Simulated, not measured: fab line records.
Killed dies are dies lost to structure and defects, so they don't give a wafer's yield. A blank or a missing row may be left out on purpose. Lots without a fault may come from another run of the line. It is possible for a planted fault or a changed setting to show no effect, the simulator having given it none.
Problem report in the 8D (eight disciplines) form, filled by code || flow nandHarc || the parts of the form that need people (team, actions taken, sign-off) are left out

1. THE PROBLEM
killedAtPeriphery at NHARC_END_SORT_01 reads a mean of 76.1 on 9 wafers of 3 lots; wafers without a fault read 4.1 with a standard deviation of 2.9. That is +25 standard deviations from the usual mean.
Seen first at day 29 03:01 on prober-01, wafer L172.2. The record holds 18 wafers of 6 lots with a number at this step. Rule for "out", or "out of limits": more than 4 standard deviations from the usual mean. The other wafers with a number count as sound.

2. WHAT IT IS; WHAT IT IS NOT
{"question": "which readings at this step", "is": "killedAtPeriphery, sort_bin_3_pct", "is not": "killedOpen"}
{"question": "which lots", "is": "L171, L172, L173", "is not": "L162, L176, L181"}
{"question": "which wafers of those lots", "is": "all that have a number", "is not": "-"}
{"question": "read on which gauges", "is": "prober-01, prober-02", "is not": "-"}
{"question": "when", "is": "from day 29 03:01", "is not": "up to then (3 sound wafers); but 6 sound wafers of L176, L181 came after"}

3. WHAT RULES OUT EACH SUSPECT
Counting: a tool at a process step up to the reading stays a suspect if it ran every lot that is out and no sound lot after the first of them.
- the gauge at NHARC_END_SORT_01 has been ruled out. Those wafers that are out were read across 2 gauges (prober-01, prober-02).
- rieDiel-01 at NHARC_P_M2_DESCUM_14 (chemistry O2, time 3 s): ruled out as a lasting fault. The sound lots L176, L181 went through it after L171, its earliest lot that is out (day 11 00:32).
- rieDiel-01 at NHARC_P_M2_ETCH_35 (etches the open film in N2/H2, target depth 40 nm, overetch 12 nm, time 43.94 s): ruled out as a lasting fault. The sound lots L176, L181 went through it after L171, its earliest lot that is out (day 11 00:36).
- rieDiel-01 at NHARC_P_M2_ETCH_15 (etches the open film in C4F8/Ar, target depth 182.5 nm, time 91.2 s): ruled out as a lasting fault. The sound lots L176, L181 went through it after L171, its earliest lot that is out (day 11 00:49). NHARC_P_M2_ETCH_15: start missing for some lots; hours and lot order therefore follow NHARC_P_M2_CD_MEAS_16.
- pvdSputter-01 at NHARC_P_M2_DEGAS_29 (time 60 s): ruled out as a lasting fault. The sound lots L181 went through it after L171, its earliest lot that is out (day 11 01:33).
- pvdSputter-01 at NHARC_P_M2_PVD_20 (deposits TaN, target thk 5 nm, time 8.06 s): ruled out as a lasting fault. The sound lots L181 went through it after L171, its earliest lot that is out (day 11 01:39).
Left after counting: nothing in the record.

4. THE CAUSE (what the simulator had put in)
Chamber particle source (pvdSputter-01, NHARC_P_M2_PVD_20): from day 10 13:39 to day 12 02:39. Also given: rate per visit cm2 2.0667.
The count ruled it out by mistake, since the rule takes a fault to strike every lot its tool runs from the start of the fault on, and this one did not do so.

5. THE CHAIN OF EFFECTS, in route order
One row per reading whose mean, taken over the struck wafers that have a number, lies over 3 standard deviations from the usual. Only readings for which the record gives a usual standard deviation are gone through. hours: the time from each lot's start at the first step in this table that gives one to its start at this step, as a median over the lots. sigmas: the change in usual standard deviations.
{"hours": 0, "step": "NHARC_END_SORT_01", "reading": "defectLimitedYield", "usual": "91.9 %", "on struck wafers": 82.1, "change": -9.8, "sigmas": -3.6}
{"hours": 0, "step": "NHARC_END_SORT_01", "reading": "killedAtPeriphery", "usual": 4.1, "on struck wafers": 76.1, "change": "+72.0", "sigmas": "+25"}
{"hours": 0, "step": "NHARC_END_SORT_01", "reading": "killedDies", "usual": 55, "on struck wafers": 122, "change": "+67", "sigmas": "+3.7"}
{"hours": 0, "step": "NHARC_END_SORT_01", "reading": "sort_bin_2_pct", "usual": "2.8 %", "on struck wafers": 6.7, "change": "+3.9", "sigmas": "+3.2"}
{"hours": 0, "step": "NHARC_END_SORT_01", "reading": "sort_bin_3_pct", "usual": "0.6 %", "on struck wafers": 5.1, "change": "+4.5", "sigmas": "+12"}
{"hours": 0, "step": "NHARC_END_SORT_01", "reading": "sortNPass", "usual": 622, "on struck wafers": 555, "change": -67, "sigmas": -3.7}
{"hours": 0, "step": "NHARC_END_SORT_01", "reading": "sortYieldPct", "usual": "91.9 %", "on struck wafers": 82.1, "change": -9.8, "sigmas": -3.6}

6. HOW IT WOULD HAVE BEEN CAUGHT EARLIER
445 hours passed between the start of the fault at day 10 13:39 and the first reading out of limits at a measuring or inspecting step in this record, taken at day 29 03:01.
An alarm limit of 4 standard deviations would not have fired on the tool readings at NHARC_P_M2_PVD_20 for which the record gives a usual standard deviation, since none of them was out on any struck wafer.
